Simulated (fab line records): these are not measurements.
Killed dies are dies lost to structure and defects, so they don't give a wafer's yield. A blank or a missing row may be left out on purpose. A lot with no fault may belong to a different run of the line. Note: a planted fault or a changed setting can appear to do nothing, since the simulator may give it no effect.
Which tool did it? + flow n5_finfet + 12 lots with 33 wafers sampled at 4 steps, on a route of 1938 steps

WHAT THE GAUGES SHOWED, per wafer
N5_BEOL_M12_CD_MEAS_10: target cd 140 nm. Usual: cd_nm at 140.8 nm, with a standard deviation of 1.9.
| lot  | measured     | on        | cd_nm (nm)        | flag |
|------|--------------|-----------|-------------------|------|
| L295 | day 10 17:23 | cd_sem-03 | 139.3 140.0 142.1 |      |
| L303 | day 12 00:32 | cd_sem-01 | 136.3 138.0 139.8 |      |
| L302 | day 12 01:08 | cd_sem-03 | 139.2 140.3 140.1 |      |
| L306 | day 13 12:23 | cd_sem-01 | 141.1 141.2 140.3 |      |
| L305 | day 13 13:19 | cd_sem-03 | 141.4 142.4 138.0 |      |
| L308 | day 13 14:02 | cd_sem-03 | 143.2 143.6 142.8 |      |
| L309 | day 13 22:44 | cd_sem-03 | 140.0 142.4 145.1 |      |
| L310 | day 14 15:47 | cd_sem-03 | 138.8 142.9       |      |
| L312 | day 14 20:07 | cd_sem-02 | 141.4             |      |
| L314 | day 15 13:54 | cd_sem-02 | 143.0 140.3 141.1 |      |
| L317 | day 16 07:26 | cd_sem-01 | 143.7 139.0 139.4 |      |
| L315 | day 16 07:41 | cd_sem-01 | 142.2 138.8 138.2 |      |

N5_BEOL_M12_OVL_MEAS_29. Usual: M12_OVL typically reads -5 nm, with standard deviation 4.3.
| lot  | measured     | on         | M12_OVL (nm) | flag |
|------|--------------|------------|--------------|------|
| L295 | day 10 18:26 | overlay-02 | -9 -3 -3     |      |
| L303 | day 12 01:35 | overlay-02 | -11 -7 -1    |      |
| L302 | day 12 02:13 | overlay-02 | -13 -2 -2    |      |
| L306 | day 13 13:48 | overlay-02 | 0 -9 -10     |      |
| L305 | day 13 14:53 | overlay-02 | -8 -14 -2    |      |
| L308 | day 13 15:23 | overlay-02 | -1 3 2       |      |
| L309 | day 13 23:40 | overlay-02 | -10 -1 -3    |      |
| L310 | day 14 16:51 | overlay-02 | -9 -2        |      |
| L312 | day 14 21:13 | overlay-01 | -1           |      |
| L314 | day 15 14:50 | overlay-01 | -8 -6 -11    |      |
| L317 | day 16 09:04 | overlay-01 | -2 1 -3      |      |
| L315 | day 16 09:07 | overlay-02 | -12 -6 -7    |      |

EACH LOT AND THE TOOL THAT RAN IT (in order: tool; ch and the chambers of the sampled wafers; start)
| lot  | N5_BEOL_M12_VIA_ETCH_16            | N5_BEOL_M12_COAT_22               |
|------|------------------------------------|-----------------------------------|
| L295 | rie_diel-04 ch 0,1,3, day 10 17:33 | litho_track-05 ch 0, day 10 18:00 |
| L303 | rie_diel-04 ch 1,2, day 12 00:43   | litho_track-05 ch 0, day 12 01:10 |
| L302 | rie_diel-06 ch 1,3, day 12 01:19   | litho_track-03 ch 0, day 12 01:46 |
| L306 | rie_diel-06 ch 0,1,2, day 13 12:46 | litho_track-02 ch 0, day 13 13:22 |
| L305 | rie_diel-06 ch 1,3, day 13 13:29   | litho_track-02 ch 0, day 13 14:26 |
| L308 | rie_diel-05 ch 0,2,3, day 13 14:16 | litho_track-05 ch 0, day 13 15:05 |
| L309 | rie_diel-05 ch 0,2, day 13 22:55   | litho_track-05 ch 0, day 13 23:22 |
| L310 | rie_diel-04 ch 1,2, day 14 16:03   | litho_track-05 ch 0, day 14 16:25 |
| L312 | rie_diel-05 ch 0, day 14 20:20     | litho_track-05 ch 0, day 14 20:54 |
| L314 | rie_diel-06 ch 0,1,3, day 15 14:04 | litho_track-02 ch 0, day 15 14:31 |
| L317 | rie_diel-06 ch 0,3, day 16 08:11   | litho_track-03 ch 0, day 16 08:38 |
| L315 | rie_diel-04 ch 1,2,3, day 16 08:11 | litho_track-02 ch 0, day 16 08:39 |
- N5_BEOL_M12_VIA_ETCH_16: etches SiOC in C4F8/O2/Ar, target depth 724.8 nm.
- N5_BEOL_M12_COAT_22: resist thk 300 nm.

AS READ BY THE TOOLS THEMSELVES (means over the sampled wafers that have a number; for cases with no such wafer, the mark the record gives instead)
N5_BEOL_M12_VIA_ETCH_16. Usual: C4F8_flow_sccm 14.99 sccm, standard deviation 0.046; drypump_motor_current_A 5.5 A, standard deviation 0.51; oes_product_au 0.70 a.u., standard deviation 0.074; rf_vpp_V 666 V, standard deviation 3.8; showerhead_plenum_p_Torr 3.44 Torr, standard deviation 0.13; throttle_valve_pct 24.31 %, standard deviation 0.27.
| lot  | tool        | C4F8_flow_sccm (sccm) | drypump_motor_current_A (A) | oes_product_au (a.u.) | rf_vpp_V (V) | showerhead_plenum_p_Torr (Torr) | throttle_valve_pct (%) | flag |
|------|-------------|-----------------------|-----------------------------|-----------------------|--------------|---------------------------------|------------------------|------|
| L295 | rie_diel-04 | 14.99                 | 5.5                         | 0.65                  | 665          | 3.39                            | 24.21                  |      |
| L303 | rie_diel-04 | 14.97                 | 6.1                         | 0.71                  | 663          | 3.30                            | 24.35                  |      |
| L302 | rie_diel-06 | 14.94                 | 5.4                         | 0.70                  | 666          | 3.47                            | 24.56                  |      |
| L306 | rie_diel-06 | 15.07                 | 5.2                         | 0.64                  | 663          | 3.34                            | 24.46                  |      |
| L305 | rie_diel-06 | 15.01                 | 5.1                         | 0.74                  | 669          | 3.55                            | 24.48                  |      |
| L308 | rie_diel-05 | 14.97                 | 5.9                         | 0.74                  | 670          | 3.58                            | 24.16                  |      |
| L309 | rie_diel-05 | 14.96                 | 5.6                         | 0.71                  | 669          | 3.55                            | 24.15                  |      |
| L310 | rie_diel-04 | 14.94                 | 6.1                         | 0.68                  | 661          | 3.28                            | 24.27                  |      |
| L312 | rie_diel-05 | 14.87                 | 5.9                         | 0.63                  | 669          | 3.56                            | 24.68                  |      |
| L314 | rie_diel-06 | 14.96                 | 5.1                         | 0.67                  | 664          | 3.43                            | 24.48                  |      |
| L317 | rie_diel-06 | 14.95                 | 4.9                         | 0.72                  | 667          | 3.51                            | 24.40                  |      |
| L315 | rie_diel-04 | 15.04                 | 5.7                         | 0.66                  | 663          | 3.32                            | 24.36                  |      |

N5_BEOL_M12_COAT_22. Usual: spin_speed_rpm at 2888.0 rpm, with a standard deviation of 1.9.
| lot  | tool           | spin_speed_rpm (rpm) | flag |
|------|----------------|----------------------|------|
| L295 | litho_track-05 | 2887.6               |      |
| L303 | litho_track-05 | 2889.2               |      |
| L302 | litho_track-03 | 2887.7               |      |
| L306 | litho_track-02 | 2887.6               |      |
| L305 | litho_track-02 | 2886.9               |      |
| L308 | litho_track-05 | 2890.3               |      |
| L309 | litho_track-05 | 2886.2               |      |
| L310 | litho_track-05 | 2533.4               | OFF  |
| L312 | litho_track-05 | 2536.4               | OFF  |
| L314 | litho_track-02 | 2890.3               |      |
| L317 | litho_track-03 | 2890.5               |      |
| L315 | litho_track-02 | 2887.8               |      |

THE ANSWER, worked out from the rows above alone
Rule: a lot is off if the mean of its wafers that have a number lies more than 3 standard deviations from the usual mean. Also off: a lot with no number at a reading for which 4 or more lots have one. Any other lot the step has rows for is counted as sound. Order of review: gauges by route order, followed by the tools' own readings, for which a lot's mean as printed above is used. The first step at which some lot is off is used, and at that step the reading that is off furthest; a lot without a number counts as furthest.
Off: L310, L312 (N5_BEOL_M12_COAT_22, spin_speed_rpm).
A tool fits if, at that step or a process step before it, it ran every lot that is off, and no sound lot after the first of them. One fits: litho_track-05 at N5_BEOL_M12_COAT_22. A fault onset in the window from L309 (day 13 23:22, its last sound lot) to L310 (day 14 16:25, its first lot off) fits.
The tool's own readings at N5_BEOL_M12_COAT_22 bear it out: on the lots that are off they differ by more than 5 times the standard deviation of the sound lots' means. spin_speed_rpm reads 2534.9 rpm there against 2888.4 rpm on the sound lots.

WHAT THE SIMULATOR HAD INSERTED
Drift in process parameters on litho_track-05 at N5_BEOL_M12_COAT_22, starting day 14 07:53. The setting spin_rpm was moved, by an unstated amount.
Lots struck among those shown: L310, L312. The rule given above showed the same thing.
